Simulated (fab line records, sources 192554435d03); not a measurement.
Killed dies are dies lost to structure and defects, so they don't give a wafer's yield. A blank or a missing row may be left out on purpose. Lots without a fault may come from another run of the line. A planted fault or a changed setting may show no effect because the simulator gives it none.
Chamber matching | flow n5_finfet | N5_BEOL_M15_DESCUM_33 on rie_diel-06: 4 sister chambers
The step chemistry O2, time 7.9 s. 8 wafers are shown with their chamber, then 7 later ones without.

WAFERS WITH THEIR CHAMBER
wafer  | chamber | drypump_motor_current_A (A) | throttle_valve_pct (%)
L081.5 | 0       | 5.9                         | 20.41
L087.2 | 1       | 5.4                         | 20.11
L087.5 | 2       | 5.2                         | 20.70
L087.6 | 1       | 5.5                         | 20.11
L086.4 | 2       | 5.2                         | 20.71
L086.5 | 3       | 5.5                         | 20.23
L089.3 | 0       | 5.9                         | 20.44
L089.4 | 3       | 5.5                         | 20.25

WAFERS WITHOUT THEIR CHAMBER
wafer  | drypump_motor_current_A (A) | throttle_valve_pct (%)
L089.6 | 5.9                         | 20.45
L093.1 | 5.5                         | 20.24
L093.2 | 5.9                         | 20.45
L093.5 | 5.5                         | 20.25
L095.1 | 5.2                         | 20.25
L095.3 | 5.5                         | 20.27
L095.5 | 5.2                         | 20.24

WHICH CHAMBER EACH WENT THROUGH
wafer  | from the rows above | in truth
L089.6 | 0                   | 0
L093.1 | 3                   | 3
L093.2 | 0                   | 0
L093.5 | 3                   | 3
L095.1 | 3                   | 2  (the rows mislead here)
L095.3 | 3                   | 3
L095.5 | 3                   | 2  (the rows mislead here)
Placed correctly: 5 of 7. Can't be placed from these rows: 0. Placed wrongly: 2.
How it was worked out, from the rows above alone: a wafer's distance from a chamber is the root of the sum, over the readings, of the square of ((its reading less the chamber's mean) divided by the reading's scatter). The wafer belongs to the nearest chamber; if the next one is less than 2 further off, it can't be placed. A chamber's mean is the mean of its shown wafers. The scatter: the root of (the sum of the squares of (reading less its chamber's mean) over the shown wafers, divided by (wafers less chambers)).
